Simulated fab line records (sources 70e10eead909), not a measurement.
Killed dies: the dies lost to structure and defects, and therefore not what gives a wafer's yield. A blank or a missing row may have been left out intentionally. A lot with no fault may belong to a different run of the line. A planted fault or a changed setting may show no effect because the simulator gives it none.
fab line records | flow nand-harc
[record] lots = 5 wafers = 15 last-day = 26
route steps=1159 shown A_M1@1036 A_BONDPAD@1059 END@1159
lots that met no fault: from a run of the same line without faults
start-h: the number of hours between the record's first day and the start of the first shown wafer of the lot | wait-h: how many hours have passed since the lot's step before this one | " unchanged from the row above | L1.1+2: several wafers, shown together as one row | - value missing, or start not given | * or withheld: withheld | < > ~ a bound
route shown NAME@n: a module of which the file shows steps, and the number in the route of the first | usual: the fault-free wafers' mean and standard deviation | same: alike in all rows | chamber/n: place in a boat | sites: each site's reading | _std_site: standard deviation of those values | _edge_site: outer sites' mean less inner sites' | radius-mm: how far each site lies from the wafer's centre | mask NAME#n: copy n | behind: the last tool/chamber to shape the wafer | hold: what put the lot on hold/how long, in hours/how the hold closed | device: names the non-switching transistor (n, p or np) | end of line: at the end of the route, the tests of the same wafers | a step with no rows: only its recipe | killed: dies that structure and defects cost at the first sort, which is not the same as the wafer's yield | map: per-die view of a wafer (x killed, . not killed, _ where there is no die)
set.NAME: the setting as run; set.NAME@STEP: as run at that earlier step | model.NAME: the simulator's own value behind a step, which no gauge read
lots at some steps of the route; a table a step, a row a wafer
services: when a tool's chamber went out of use (start-h, in hours from the record's first day, below 0 if earlier), for how many hours, and the reason
[[steps]]
[step NHARC_A_M1_CD_MEAS_09]
[recipe] target-cd-nm = 120 landing-energy-ev = 500
[usual] cd-nm = 120.0/0.55
// columns lot.wafer tool chamber start-h wait-h cd-nm
L365.1 cd-sem-02 0 503.68 - 119.6
L365.3 " 0 " " 120.1
L365.4 " 0 " " 120.3
L363.3 cd-sem-01 0 506.99 - 119.2
L363.4 " 0 " " 119.2
L363.6 " 0 " " 119.1
L370.1 cd-sem-03 0 541.84 - 120.7
L370.4 " 0 " " 120.5
L370.5 " 0 " " 120.1
L371.1 cd-sem-02 0 549.26 - 119.7
L371.4 " 0 " " 119.7
L371.5 " 0 " " 119.6
L372.1 cd-sem-02 0 584.22 - 121.1
L372.3 " 0 " " 120.8
L372.5 " 0 " " 120.0
[step NHARC_A_M1_OVL_MEAS_10]
[recipe] pitch-nm = 240
[usual] overlay-x-nm = -0.2/0.95 overlay-y-nm = 0.1/0.64
// columns lot.wafer tool chamber start-h wait-h overlay-x-nm overlay-y-nm
L365.1 overlay-01 - 503.77 - 1.8 -0.8
L365.3 " - " " 2.1 -1.0
L365.4 " - " " 1.8 0.0
L363.3 overlay-01 - 507.07 - 0.5 0.6
L363.4 " - " " 0.0 0.6
L363.6 " - " " 0.1 0.1
L370.1 overlay-01 - 541.93 - -1.2 0.2
L370.4 " - " " -0.8 -0.2
L370.5 " - " " -1.5 -0.4
L371.1 overlay-01 - 549.35 - -0.2 -0.7
L371.4 " - " " -0.6 -0.3
L371.5 " - " " -0.5 -0.4
L372.1 overlay-02 - 584.30 - 0.8 0.7
L372.3 " - " " 1.1 0.8
L372.5 " - " " 0.4 1.0
[step NHARC_A_M1_INSPECT_11]
[usual] raw-defect-count = 30/15
// columns lot.wafer tool chamber start-h wait-h raw-defect-count
L365.1 defect-inspect-02 - 503.81 0.0 46
L365.3 " - " " 38
L365.4 " - " " 40
L363.3 defect-inspect-02 - 507.11 0.0 40
L363.4 " - " " 36
L363.6 " - " " 38
L370.1 defect-inspect-01 - 541.97 0.0 56
L370.4 " - " " 53
L370.5 " - " " 45
L371.1 defect-inspect-02 - 549.38 0.0 23
L371.4 " - " " 27
L371.5 " - " " 16
L372.1 defect-inspect-02 - 584.34 0.0 28
L372.3 " - " " 13
L372.5 " - " " 21
[step NHARC_A_M1_DESCUM_14]
[recipe] time-s = 3 o2-flow-sccm = 200 ar-flow-sccm = 0 bias-power-w = 0 chemistry = O2
[step NHARC_A_M1_ETCH_35]
[recipe] target-depth-a = 400 overetch-a = 120 time-s = 43.94 ion-energy-ev = 200 n2-flow-sccm = 150 h2-flow-sccm = 150 ar-flow-sccm = 0 rf-w = 400 bias-w = 150 chemistry = N2/H2
[usual] bias-w = 150.0/0.43 drypump-motor-current-A = 5.7/0.43 oes-product-au = 1.000/0.0093 rf-vpp-V = 431/3.1 showerhead-plenum-p-Torr = 2.04/0.11 throttle-valve-pct = 14.171/0.0089
// columns lot.wafer tool chamber start-h wait-h bias-w drypump-motor-current-A oes-product-au rf-hours-counter-h rf-vpp-V showerhead-plenum-p-Torr throttle-valve-pct
L365.4 rie-diel-08 1 503.96 0.1 150.8 5.6 0.987 0 433 2.19 14.175
L365.3 " 2 " " 150.1 5.3 0.993 0 431 2.10 14.178
L365.1 " 3 " " 149.7 5.6 1.003 0 428 1.91 14.169
L363.4 rie-diel-08 1 507.25 0.1 150.0 5.5 0.985 0 436 2.19 14.159
L363.3 " 2 " " 150.9 5.2 0.992 0 432 2.10 14.173
L363.6 " 1 " " 149.2 5.5 0.986 - 434 2.19 14.177
L370.1 rie-diel-04 0 542.13 0.1 150.2 6.0 0.995 6 429 1.99 14.175
L370.4 " 1 " " 150.8 6.5 0.992 5 427 1.90 14.159
L370.5 " 2 " " 149.6 5.8 0.997 - 427 1.93 14.192
L371.1 rie-diel-08 1 549.56 0.1 149.1 5.5 0.994 1 435 2.19 14.173
L371.4 " 1 " " 149.7 5.5 0.990 - 434 2.19 14.170
L371.5 " 2 " " 149.8 5.3 0.991 - 432 2.10 14.166
L372.3 rie-diel-04 3 584.49 0.1 149.8 5.1 0.987 8 431 2.03 14.161
L372.1 " 0 " " 149.4 6.0 0.999 7 429 1.99 14.174
L372.5 " 2 " " 149.9 5.8 0.995 - 427 1.93 14.177
[step NHARC_A_M1_ETCH_15]
[recipe] target-depth-a = 1825 time-s = 91.2 c4f8-flow-sccm = withheld ar-flow-sccm = 400 rf-w = 600 bias-w = 300 chemistry = C4F8/Ar
[step NHARC_A_M1_CD_MEAS_16]
[usual] cd-nm = 119.7/0.82
// columns lot.wafer tool chamber start-h wait-h cd-nm
L365.1 cd-sem-02 - 504.18 - 118.8
L365.3 " - " " 118.8
L365.4 " - " " 119.8
L363.3 cd-sem-02 - 507.48 - 119.9
L363.4 " - " " 119.0
L363.6 " - " " 117.5
L370.1 cd-sem-02 - 542.39 - 119.6
L370.4 " - " " 120.9
L370.5 " - " " 119.9
L371.1 cd-sem-03 - 549.81 - 119.9
L371.4 " - " " 119.4
L371.5 " - " " 119.3
L372.1 cd-sem-02 - 584.71 - 121.9
L372.3 " - " " 119.7
L372.5 " - " " 119.8
[step NHARC_A_M1_STRIP_18]
[recipe] power-w = 1000 n2-flow-sccm = 150 h2-flow-sccm = 150 ar-flow-sccm = 0 bias-w = 0 chemistry = N2/H2
[usual] drypump-motor-current-A = 5.7/0.39 oes-product-au = 1.002/0.0095 rf-vpp-V = 90.7/1.1 showerhead-plenum-p-Torr = 2.05/0.11 throttle-valve-pct = 14.170/0.0083
[same] bias-w = 0
// columns lot.wafer tool chamber start-h wait-h drypump-motor-current-A oes-product-au rf-hours-counter-h rf-vpp-V showerhead-plenum-p-Torr throttle-valve-pct
L365.1 rie-diel-08 3 504.28 0.1 5.6 0.993 0 90.0 1.91 14.172
L365.3 " 0 " " 5.8 1.015 0 90.4 2.17 14.168
L365.4 " 1 " " 5.6 0.999 0 91.9 2.19 14.168
L363.4 rie-diel-08 2 507.57 0.1 5.2 1.001 0 90.8 2.10 14.183
L363.3 " 0 " " 5.8 1.017 0 90.0 2.17 14.173
L363.6 " 2 " " 5.2 0.996 - 89.9 2.10 14.182
L370.1 rie-diel-10 1 542.51 0.1 5.7 1.013 0 92.5 2.14 14.173
L370.4 " 2 " " 5.3 1.019 0 91.6 2.13 14.155
L370.5 " 0 " " 6.2 1.005 - 91.5 2.16 14.174
L371.1 rie-diel-10 3 549.91 0.1 6.2 0.995 0 90.3 1.90 14.158
L371.4 " 0 " " 6.3 0.993 0 90.8 2.16 14.171
L371.5 " 2 " " 5.3 1.007 - 90.1 2.13 14.182
L372.3 rie-diel-10 3 584.80 0.1 6.2 1.012 2 90.9 1.89 14.159
L372.1 " 0 " " 6.2 1.006 3 92.5 2.16 14.155
L372.5 " 0 " " 6.2 0.998 - 91.1 2.16 14.174
[step NHARC_A_M1_ETCH_28]
[recipe] target-depth-a = 300 over-etch-frac = 0.3 time-s = 72.99 ion-energy-ev = 150 cf4-flow-sccm = 50 n2-flow-sccm = 100 ar-flow-sccm = 150 rf-w = 300 bias-w = 100 chemistry = CF4/N2
[step NHARC_A_M1_STRIP_19]
[recipe] time-s = 600 temp-c = 30 chemistry = post-etch-residue-remover
[step NHARC_A_M1_DEGAS_29]
[recipe] temp-c = 250 time-s = 60
[step NHARC_A_M1_PRE_CLEAN_30]
[recipe] time-s = 30 temp-c = 280 gas = H2/He
[step NHARC_A_M1_PVD_20]
[recipe] target-thk-a = 50 bias-v = 168.6 power-w = 15000 chamber-pressure-pa = 0.12 time-s = 8.06 substrate-temp-c = 50 material = TaN
[usual] throttle-valve-pct = 29.4/0.99
// columns lot.wafer tool chamber start-h wait-h throttle-valve-pct
L365.1 pvd-sputter-01 - 505.02 - 31.1
L365.4 " - " " 29.1
L365.3 " - " " 28.5
L363.3 pvd-sputter-02 - 508.31 - 28.8
L363.4 " - " " 28.7
L363.6 " - " " 27.5
L370.1 pvd-sputter-03 - 543.24 - 29.9
L370.4 " - " " 31.2
L370.5 " - " " 30.1
L371.1 pvd-sputter-03 - 550.64 - 31.3
L371.4 " - " " 29.6
L371.5 " - " " 29.5
L372.3 pvd-sputter-02 - 585.58 - 29.8
L372.1 " - " " 28.8
L372.5 " - " " 28.9
[step NHARC_A_M1_PVD_21]
[recipe] target-thk-a = 300 chamber-pressure-pa = 5 power-w = 5000 substrate-temp-c = 30 time-s = 20.49 material = Cu
[usual] throttle-valve-pct = 29.4/0.97
// columns lot.wafer tool chamber start-h wait-h throttle-valve-pct
L365.3 pvd-sputter-01 - - - 30.3
L365.4 " - " " 28.9
L365.1 " - " " 31.1
L363.3 pvd-sputter-02 - - - 29.3
L363.4 " - " " 28.5
L363.6 " - " " 27.8
L370.1 pvd-sputter-03 - - - 29.6
L370.4 " - " " 29.9
L370.5 " - " " 29.5
L371.4 pvd-sputter-03 - - - 29.5
L371.1 " - " " 30.3
L371.5 " - " " 31.3
L372.1 pvd-sputter-02 - - - 28.8
L372.3 " - " " 29.6
L372.5 " - " " 28.6
[step NHARC_A_M1_ECD_22]
[recipe] target-thk-a = 4000 bath-temp-c = 25 material = Cu
[step NHARC_A_M1_ANNEAL_31]
[recipe] temp-c = 225 time-s = 90
[step NHARC_A_M1_CMP_23]
[recipe] t-overpolish-s = 20 target-thk-nm = 154.34
[step NHARC_A_M1_THK_MEAS_24]
[recipe] thk-meas-gauge = xrf
[usual] thk-nm = 154.3/1.6
// columns lot.wafer tool chamber start-h wait-h thk-nm
L365.1 film-metro-02 - 506.57 - 153.5
L365.3 " - " " 154.3
L365.4 " - " " 155.2
L363.3 film-metro-01 - 509.59 - 153.1
L363.4 " - " " 154.3
L363.6 " - " " 151.4
L370.1 film-metro-01 - 544.52 - 152.5
L370.4 " - " " 153.6
L370.5 " - " " 153.1
L371.1 film-metro-02 - 551.92 - 152.8
L371.4 " - " " 157.5
L371.5 " - " " 156.4
L372.1 film-metro-02 - 586.83 - 152.8
L372.3 " - " " 156.9
L372.5 " - " " 157.4
[step NHARC_A_M1_SRD_25]
[step NHARC_A_M1_PRE_CLEAN_32]
[recipe] time-s = 12 temp-c = 370 rf-power-w = 300 gas = NH3
[step NHARC_A_M1_DEP_33]
[recipe] target-thk-a = 300 temp-c = 370 target-thk-nm = 30 pressure-torr = 3 flow-sccm = 200 rf-w = 450 material = SiCN
[usual] heater-power-w = 538/55
// columns lot.wafer tool chamber start-h wait-h heater-power-w
L365.1 pecvd-04 1 507.00 0.1 540
L365.3 " 2 " " 637
L365.4 " 0 " " 505
L363.3 pecvd-03 1 509.93 0.1 494
L363.4 " 0 " " 547
L363.6 " 1 " " 502
L370.1 pecvd-03 0 544.91 0.1 490
L370.4 " 1 " " 540
L370.5 " 0 " " 486
L371.1 pecvd-02 2 552.45 0.1 480
L371.4 " 2 " " 499
L371.5 " 0 " " 672
L372.3 pecvd-02 1 587.16 0.1 616
L372.1 " 2 " " 452
L372.5 " 1 " " 608
[step NHARC_A_BONDPAD_DEP_00]
[recipe] target-thk-a = 2500 temp-c = 370 target-thk-nm = 250 pressure-torr = 3 flow-sccm = 200 rf-w = 450 material = SiCN
[step NHARC_A_BONDPAD_CMP_29]
[recipe] target-thk-nm = 200 material = SiCN
[step NHARC_A_BONDPAD_THK_MEAS_30]
[recipe] thk-meas-gauge = ellipsometry
[usual] thk-nm = 199.8/1.6
// columns lot.wafer tool chamber start-h wait-h thk-nm
L365.1 film-metro-01 - 508.23 0.2 199.9
L365.3 " - " " 198.4
L365.4 " - " " 201.5
L363.3 film-metro-02 - 511.11 0.2 199.6
L363.4 " - " " 199.6
L363.6 " - " " 198.4
L370.1 film-metro-02 - 546.06 0.2 199.2
L370.4 " - " " 201.0
L370.5 " - " " 197.9
L371.1 film-metro-01 - 553.62 0.1 199.8
L371.4 " - " " 202.3
L371.5 " - " " 202.4
L372.1 film-metro-02 - 588.36 0.2 195.8
L372.3 " - " " 197.1
L372.5 " - " " 197.5
[step NHARC_A_BONDPAD_SRD_31]
[step NHARC_A_BONDPAD_DEHYDRATE_01]
[recipe] temp-c = 150 time-s = 120
[step NHARC_A_BONDPAD_HMDS_02]
[recipe] time-s = 30
[step NHARC_A_BONDPAD_COAT_33]
[recipe] temp-c = 200 time-s = 65
[step NHARC_A_BONDPAD_COAT_03]
[recipe] spin-rpm = 2000 resist-thk-nm = 600
[step NHARC_A_BONDPAD_SOFTBAKE_04]
[recipe] temp-c = 125 time-s = 70
[step NHARC_A_BONDPAD_EBR_05]
[step NHARC_A_BONDPAD_EXPOSE_06]
[recipe] na = 0.55 dose-mj = 36.99 mask-id = A_BPAD
[step NHARC_A_BONDPAD_PEB_07]
[recipe] peb-temp-c = 128 peb-time-s = 80
[step NHARC_A_BONDPAD_DEVELOP_08]
[recipe] time-s = 50 dev-temp-c = 22
[step NHARC_A_BONDPAD_CD_MEAS_09]
[recipe] target-cd-nm = 500 landing-energy-ev = 500
[usual] cd-nm = 500.1/1.8
// columns lot.wafer tool chamber start-h wait-h cd-nm
L365.1 cd-sem-03 0 508.79 - 495.0
L365.3 " 0 " " 498.9
L365.4 " 0 " " 499.5
L363.3 cd-sem-02 0 511.68 - 499.4
L363.4 " 0 " " 497.3
L363.6 " 0 " " 498.4
L370.1 cd-sem-02 0 546.63 - 501.5
L370.4 " 0 " " 500.0
L370.5 " 0 " " 503.1
L371.1 cd-sem-03 0 558.16 - 501.4
L371.4 " 0 " " 500.4
L371.5 " 0 " " 498.8
L372.1 cd-sem-03 0 588.93 - 499.1
L372.3 " 0 " " 499.6
L372.5 " 0 " " 499.0
[step NHARC_A_BONDPAD_OVL_MEAS_35]
[usual] overlay-x-nm = 0/5.3 overlay-y-nm = 0/5.1
// columns lot.wafer tool chamber start-h wait-h overlay-x-nm overlay-y-nm
L365.1 overlay-01 - 508.88 - 2 -5
L365.3 " - " " 3 -5
L365.4 " - " " 3 -5
L363.3 overlay-02 - 511.76 - 1 -5
L363.4 " - " " 1 -5
L363.6 " - " " 1 -5
L370.1 overlay-01 - 546.72 - 4 3
L370.4 " - " " 4 3
L370.5 " - " " 4 3
L371.1 overlay-02 - 558.25 - 0 1
L371.4 " - " " 0 0
L371.5 " - " " 0 1
L372.1 overlay-01 - 589.02 - -13 3
L372.3 " - " " -13 3
L372.5 " - " " -13 3
[step NHARC_A_BONDPAD_HARDBAKE_10]
[recipe] temp-c = 118 time-s = 65
[step NHARC_A_BONDPAD_DESCUM_11]
[recipe] time-s = 3 o2-flow-sccm = 200 ar-flow-sccm = 0 bias-power-w = 0 chemistry = O2
[step NHARC_A_BONDPAD_ETCH_34]
[recipe] target-depth-a = 600 overetch-a = 180 time-s = 65.91 ion-energy-ev = 200 n2-flow-sccm = 150 h2-flow-sccm = 150 ar-flow-sccm = 0 rf-w = 400 bias-w = 150 chemistry = N2/H2
[usual] bias-w = 150.0/0.49 drypump-motor-current-A = 5.61/0.29 oes-product-au = 1.003/0.0078 rf-vpp-V = 430.4/1.9 showerhead-plenum-p-Torr = 2.04/0.061 throttle-valve-pct = 14.171/0.0091
// columns lot.wafer tool chamber start-h wait-h bias-w drypump-motor-current-A oes-product-au rf-hours-counter-h rf-vpp-V showerhead-plenum-p-Torr throttle-valve-pct
L365.1 rie-diel-03 0 509.09 0.1 149.5 5.54 1.006 4 432.3 2.11 14.190
L365.3 " 1 " " 149.8 5.71 1.007 4 429.0 2.01 14.165
L365.4 " 2 " " 150.9 5.34 0.994 4 427.2 1.98 14.178
L363.3 rie-diel-01 2 511.99 0.1 150.7 5.09 1.011 1 427.1 1.96 14.180
L363.4 " 3 " " 150.3 6.23 0.991 1 428.0 1.96 14.153
L363.6 " 1 " " 150.7 5.37 0.994 - 432.6 2.12 14.180
L370.4 rie-diel-03 3 546.93 0.1 150.0 5.87 1.003 6 431.8 2.09 14.174
L370.1 " 1 " " 149.0 5.72 1.006 5 430.1 2.01 14.183
L370.5 " 3 " " 149.8 5.87 1.004 - 431.7 2.09 14.184
L371.4 rie-diel-03 3 558.46 0.1 150.2 5.87 1.000 6 431.8 2.09 14.177
L371.1 " 0 " " 149.7 5.58 1.003 5 432.8 2.11 14.163
L371.5 " 3 " " 149.8 5.89 1.002 - 433.4 2.09 14.169
L372.1 rie-diel-01 1 589.24 0.1 149.9 5.37 1.005 20 433.6 2.12 14.169
L372.3 " 3 " " 150.0 6.23 1.003 20 427.8 1.96 14.180
L372.5 " 0 " " 150.8 5.65 0.996 - 430.7 2.00 14.163
[step NHARC_A_BONDPAD_ETCH_12]
[recipe] target-depth-a = 2200 time-s = 110 chf3-flow-sccm = 50 o2-flow-sccm = 10 ar-flow-sccm = 200 rf-w = 500 bias-w = 200 chemistry = CHF3/O2
[step NHARC_END_SORT_01]
[recipe] temp-c = 25
[usual] defect-limited-yield = 95.5/1.8 killed-at-array = 27/11 killed-at-other = 0.6/1 killed-at-periphery = 3.0/2.1 killed-dies = 31/12 killed-open = 3.2/1.7 killed-short = 1.7/1.4 sort_bin_2_pct = 1.4/0.68 sort_bin_3_pct = 0.25/0.2 sort_bin_4_pct = 2.9/1.2 sort-n-pass = 646/12 sort-rim-yield-pct = 95.7/2.8 sort-yield-pct = 95.5/1.8
[same] gross-dies = 677 sort_bin_5_pct[%] = 0 sort_bin_6_pct[%] = 0 sort_bin_7_pct[%] = 0 sort_bin_8_pct[%] = 0 sort-rim-n-gross = 106.00
// columns lot.wafer tool chamber start-h wait-h defect-limited-yield[%] killed-at-array killed-at-other killed-at-periphery killed-dies killed-open killed-short sort_bin_2_pct[%] sort_bin_3_pct[%] sort_bin_4_pct[%] sort-n-pass sort-rim-yield-pct[%] sort-yield-pct[%]
L365.1 prober-01 0 540.00 2.5 92.2 44 3 6 53 7 3 2.4 0.59 4.9 624 96.2 92.2
L365.3 prober-01 0 541.62 3.1 94.5 33 0 4 37 0 2 1.8 0 3.7 640 99.1 94.5
L365.4 prober-01 0 542.43 3.4 93.9 38 1 2 41 2 2 1.8 0.30 4.0 636 99.1 93.9
L363.3 prober-02 0 541.65 3.1 86.4 88 0 4 92 3 1 5.6 2.51 5.5 585 90.6 86.4
L363.4 prober-02 0 542.44 3.4 87.4 81 0 4 85 2 3 5.8 1.77 5.0 592 81.1 87.4
L363.6 prober-02 0 544.04 4.0 92.2 51 0 2 53 3 2 3.7 1.18 3.0 624 84.0 92.2
// killed by level:class
L365.1 A_SLIT:chamber-film-flake=17 A_STAIRCASE:chamber-film-flake=12 A_CHANNEL_HOLE_D1:chamber-film-flake=6 A_CONTACT:geometric-particle:open=4 P_STI:chamber-film-flake=3 THIN_TSV:chamber-film-flake=3 P_CONTACT:geometric-particle:open=1 P_M0:geometric-particle:short=1
L365.3 A_SLIT:chamber-film-flake=15 A_STAIRCASE:chamber-film-flake=6 P_STI:chamber-film-flake=4 A_CHANNEL_HOLE_D1:chamber-film-flake=4 A_CONTACT:chamber-film-flake=4 A_CHANNEL_FILL_D1:geometric-particle:short=1 A_WL_FILL:geometric-particle:short=1 A_CHANNEL_FILL_D1:chamber-film-flake=1
L363.3 A_M1:unspecified=67 A_CHANNEL_HOLE_D1:chamber-film-flake=11 A_CONTACT:chamber-film-flake=6 P_GATE:chamber-film-flake=2 P_ZERO_WELL:geometric-particle:open=1 P_M0:geometric-particle:open=1 A_CHANNEL_HOLE_D1:geometric-particle:short=1 A_SGD_CUT:geometric-particle:open=1
L365.4 A_SLIT:chamber-film-flake=20 A_STAIRCASE:chamber-film-flake=8 A_CHANNEL_HOLE_D1:chamber-film-flake=4 A_CONTACT:chamber-film-flake=2 P_M0:geometric-particle:open=1 A_CHANNEL_FILL_D1:geometric-particle:short=1 A_SGD_CUT:geometric-particle:open=1 A_M0:geometric-particle:short=1
L363.4 A_M1:unspecified=52 A_CHANNEL_HOLE_D1:chamber-film-flake=17 A_CONTACT:chamber-film-flake=5 P_GATE:chamber-film-flake=3 A_STAIRCASE:chamber-film-flake=2 P_CONTACT:geometric-particle:short=1 A_WL_FILL:geometric-particle:short=1 A_CONTACT:geometric-particle:open=1
L363.6 A_M1:unspecified=20 A_CHANNEL_HOLE_D1:chamber-film-flake=16 A_CONTACT:chamber-film-flake=7 A_STAIRCASE:chamber-film-flake=3 P_CONTACT:geometric-particle:open=1 A_CHANNEL_HOLE_D1:geometric-particle:open=1 A_CHANNEL_FILL_D1:geometric-particle:short=1 A_CONTACT:geometric-particle:short=1
// map L363.3 (x killed, . not)
____________.____________
_________......._________
_______..........._______
______.............______
_____..............._____
____.................____
____........x........____
___...................___
___...................___
__.................xxx.__
__..................xxx__
_................xxxxxxx_
_................xxxxxx._
_................xxxxxxx_
_...............xxxxxxxx_
_...............x.xxxxxx_
.......x.........xxxxxxxx
..............x.xxxxxxx.x
................xxxxxxx..
xx...............xxxxxx..
.................xx.xx.x.
_.......x..........x..xx_
_....................x.._
_........x........x....._
_.xx...................._
_......................._
__..x..................__
__....x................__
___...................___
___...................___
____.................____
____..x..............____
_____..............._____
______.............______
_______..........._______
_________......._________
____________.____________
// map L372.1 (x killed, . not)
____________.____________
_________......._________
_______..........._______
______.............______
_____..............._____
____.................____
____....x............____
___.x.................___
___...................___
__.......x.............__
__.....................__
_......................._
_........x.............._
_......................._
_......................._
_..........x............_
.........x....x..........
...............x.........
.............x...........
.........................
.........................
_......................._
_......................._
_......................._
_......................._
_................x......_
__..............x.x.x..__
__..............xx.x...__
___x............x.x.x.___
___x............x..x..___
____..x..............____
____x...x............____
_____.x......x......_____
______x............______
_______..........._______
_________......._________
____________.____________
[[services]]
// columns tool chamber start-h hours kind
rie-diel-01 2 485.49 7.9 repair
rie-diel-04 0 487.59 3.3 repair
rie-diel-08 0 487.80 - clean
rie-diel-08 1 487.80 - clean
rie-diel-08 2 487.80 - clean
rie-diel-08 3 487.80 - clean
rie-diel-10 2 488.29 7.3 repair
pecvd-04 1 489.77 15.8 repair
rie-diel-01 - 492.13 9.0 pm
rie-diel-10 3 495.17 2.7 repair
rie-diel-08 0 512.30 - clean
rie-diel-08 1 512.30 - clean
pvd-sputter-01 - 514.06 10.0 pm
pecvd-02 - 515.05 13.0 pm
rie-diel-10 1 520.98 9.8 repair
rie-diel-04 1 525.51 8.9 repair
rie-diel-10 - 530.50 9.0 pm
rie-diel-08 3 549.42 8.9 repair
pvd-sputter-02 - 555.14 9.6 repair
pecvd-04 - 557.77 13.0 pm
rie-diel-03 - 569.30 9.0 pm
pvd-sputter-02 - 570.01 10.0 pm
pvd-sputter-03 - 570.33 2.0 repair
rie-diel-10 3 587.79 4.8 repair
[[key]]
[first-sign] step = NHARC_END_SORT_01 reading = killed-at-array direction = up sigmas = 4.1 usual = 27 struck = 73 wafers-moved = 2
[effect] step = NHARC_END_SORT_01 reading = killed-dies direction = up sigmas = 3.8 usual = 31 struck = 77 wafers-moved = 2
[more-kills-born-at] NHARC_A_M1_PVD_20@pvd-sputter-02 = 139
met-at NHARC_A_M1_PVD_20
struck-wafers L363.3,L363.4,L363.6
also-fits NHARC_A_M1_STRIP_18:rie-diel-08
[fault] kind = chamber-particle-source tool = pvd-sputter-02 chamber = - onset-h = 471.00 steps = NHARC_A_M1_PVD_20 rate-per-visit-cm2 = 0.47323 end-h = 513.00
